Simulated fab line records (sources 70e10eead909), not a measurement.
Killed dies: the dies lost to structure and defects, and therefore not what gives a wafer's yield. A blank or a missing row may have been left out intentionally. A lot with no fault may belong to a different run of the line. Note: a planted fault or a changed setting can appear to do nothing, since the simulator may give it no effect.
One fault seen from 2 desks + flow nand-harc + numbers are kept per desk, each desk with only its own; the story behind them comes last

TOOL OWNER'S DESK, rie-metal-02
The tool's own readings at NHARC_THIN_TSV_ETCH_36 (etches the open film in Cl2/BCl3, target depth 65 nm, time 18.571 s): means of the sampled wafers that have a number, for each lot that ran on this tool. The brackets show how far a lot's mean lies from the usual mean; more than 4 standard deviations puts the lot out of limits, marked OUT.
Columns: A = drypump-motor-current-A at NHARC_THIN_TSV_ETCH_36, usual 5.8 A; B = oes-product-au at NHARC_THIN_TSV_ETCH_36, usual 0.998 a.u.; C = run-length-s at NHARC_THIN_TSV_ETCH_36, usual 39.9 s
| lot  | first seen here | A   | B     | C    |
|------|-----------------|-----|-------|------|
| L583 | day 24 07:56    | 5.9 | 0.999 | 40.2 |
| L585 | day 24 16:12    | 6.1 | 1.001 | 40.1 |
| L587 | day 25 18:22    | 5.9 | 0.993 | 40.3 |
| L592 | day 29 06:17    | 5.7 | 1.004 | 40.0 |
| L600 | day 31 20:29    | 5.8 | 1.004 | 38.5 |
Result from this desk: across the 5 lots, nothing is out of limits.

METROLOGY DESK
Means of the sampled wafers that have a number, per lot and without regard to the tool the lot ran on: this is what the gauges read. The brackets show how far a lot's mean lies from the usual mean; more than 4 standard deviations puts the lot out of limits, marked OUT.
Columns: A = cd-nm at NHARC_THIN_TSV_CD_MEAS_12, usual 999.9 nm
| lot  | first seen here | A      |
|------|-----------------|--------|
| L583 | day 24 01:25    | 1000.6 |
| L584 | day 24 08:42    | 997.4  |
| L585 | day 24 09:49    | 999.8  |
| L582 | day 24 11:07    | 999.1  |
| L586 | day 25 04:11    | 998.5  |
| L587 | day 25 11:55    | 1002.6 |
| L590 | day 26 21:56    | 999.1  |
| L593 | day 28 20:37    | 999.4  |
| L592 | day 28 23:45    | 1001.1 |
| L598 | day 30 12:57    | 1000.8 |
| L600 | day 31 13:59    | 1000.3 |
| L603 | day 32 05:01    | 999.3  |
| L605 | day 33 11:29    | 1000.3 |
Result from this desk: across the 13 lots, nothing is out of limits.

PUT TOGETHER
The desk of the tool owner found nothing out of limits.
Nothing out of limits was seen by the metrology desk.

WHAT WAS PUT IN BY THE SIMULATOR
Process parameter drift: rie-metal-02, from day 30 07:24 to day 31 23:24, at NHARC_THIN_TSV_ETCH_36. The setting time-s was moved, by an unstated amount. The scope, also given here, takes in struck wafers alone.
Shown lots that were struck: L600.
